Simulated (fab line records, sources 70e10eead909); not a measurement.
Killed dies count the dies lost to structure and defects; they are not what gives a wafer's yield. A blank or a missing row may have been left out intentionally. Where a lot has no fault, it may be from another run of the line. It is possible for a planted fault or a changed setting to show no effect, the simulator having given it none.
Chamber matching | flow nandHarc | NHARC_A_CHANNEL_FILL_D1_STRIP_28 on rieDiel-06: 4 sister chambers
The step strips in O2, time 20 s. 22 wafers are shown with their chamber, then 11 later ones without.

WAFERS, EACH WITH ITS CHAMBER
wafer  | chamber | oesProductAu (a.u.) | rfVppV (V) | throttleValvePct (%)
L075.2 | 3       | 1.006               | 59.2       | 17.046
L075.3 | 1       | 1.003               | 57.7       | 17.036
L075.5 | 2       | 1.004               | 57.2       | 17.029
L077.2 | 2       | 1.013               | 57.4       | 17.028
L077.4 | 0       | 0.997               | 57.1       | 17.043
L077.5 | 3       | 1.005               | 56.2       | 17.031
L079.3 | 2       | 1.007               | 58.1       | 17.037
L079.5 | 0       | 1.003               | 57.6       | 17.040
L079.6 | 3       | 1.006               | 57.1       | 17.038
L082.2 | 3       | 0.989               | 58.4       | 17.030
L082.4 | 0       | 1.008               | 57.3       | 17.046
L082.6 | 3       | 0.992               | 57.4       | 17.030
L083.1 | 1       | 1.014               | 59.7       | 17.040
L083.2 | 0       | 1.012               | 58.5       | 17.029
L083.6 | 3       | 1.008               | 58.2       | 17.032
L088.1 | 0       | 1.009               | 57.0       | 17.025
L088.4 | 1       | 1.006               | 55.9       | 17.029
L088.6 | 0       | 1.017               | 58.1       | 17.031
L092.1 | 2       | 0.994               | 56.7       | 17.052
L092.2 | 1       | 1.008               | 58.3       | 17.041
L092.3 | 0       | 1.009               | 57.7       | 17.044
L092.4 | 3       | 0.997               | 57.4       | 17.025

SIGNATURES (means of the wafers above)
reading          | chamber 0 | chamber 1 | chamber 2 | chamber 3 | scatter within a chamber
oesProductAu     | 1.00786   | 1.00775   | 1.00450   | 1.00043   | 0.00688
rfVppV           | 57.614    | 57.900    | 57.350    | 57.700    | 0.943
throttleValvePct | 17.03686  | 17.03650  | 17.03650  | 17.03314  | 0.00802
Rule: a wafer lies at a distance from a chamber equal to the root of the sum of squares, over the readings, of (its reading less the chamber's mean, divided by the reading's scatter). The wafer belongs to the nearest chamber; if the next one is less than 2 further off, it can't be placed. The scatter is the square root of a quotient: the sum, over the shown wafers, of each reading's squared deviation from its chamber's mean, divided by wafers minus chambers.

WAFERS WITH NO CHAMBER GIVEN
wafer  | oesProductAu (a.u.) | rfVppV (V) | throttleValvePct (%)
L092.5 | 1.006               | 59.0       | 17.033
L092.6 | 1.009               | 58.6       | 17.027
L094.1 | 1.005               | 57.7       | 17.045
L094.2 | 1.004               | 58.1       | 17.036
L094.6 | 1.010               | 56.9       | 17.035
L095.2 | 1.005               | 58.5       | 17.027
L095.4 | 0.997               | 58.2       | 17.038
L095.5 | 1.009               | 58.0       | 17.045
L097.1 | 1.011               | 58.6       | 17.035
L097.3 | 0.998               | 57.0       | 17.050
L097.6 | 1.007               | 59.1       | 17.044

WHICH CHAMBER EACH WENT THROUGH
wafer  | from the rows above               | in truth
L092.5 | can't be placed: 1 or 0 or 3 or 2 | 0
L092.6 | can't be placed: 1 or 0 or 3 or 2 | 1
L094.1 | can't be placed: 0 or 2 or 1 or 3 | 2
L094.2 | can't be placed: 1 or 3 or 0 or 2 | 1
L094.6 | can't be placed: 0 or 2 or 1 or 3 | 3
L095.2 | can't be placed: 3 or 1 or 0 or 2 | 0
L095.4 | can't be placed: 3 or 2 or 1 or 0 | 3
L095.5 | can't be placed: 1 or 0 or 2 or 3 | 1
L097.1 | can't be placed: 1 or 0 or 2 or 3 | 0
L097.3 | can't be placed: 2 or 3 or 0 or 1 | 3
L097.6 | can't be placed: 1 or 0 or 2 or 3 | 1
Correctly placed: 0 of 11. Unplaceable from these rows: 11, with the true chamber sitting among the candidates in 11. Wrongly placed: 0.
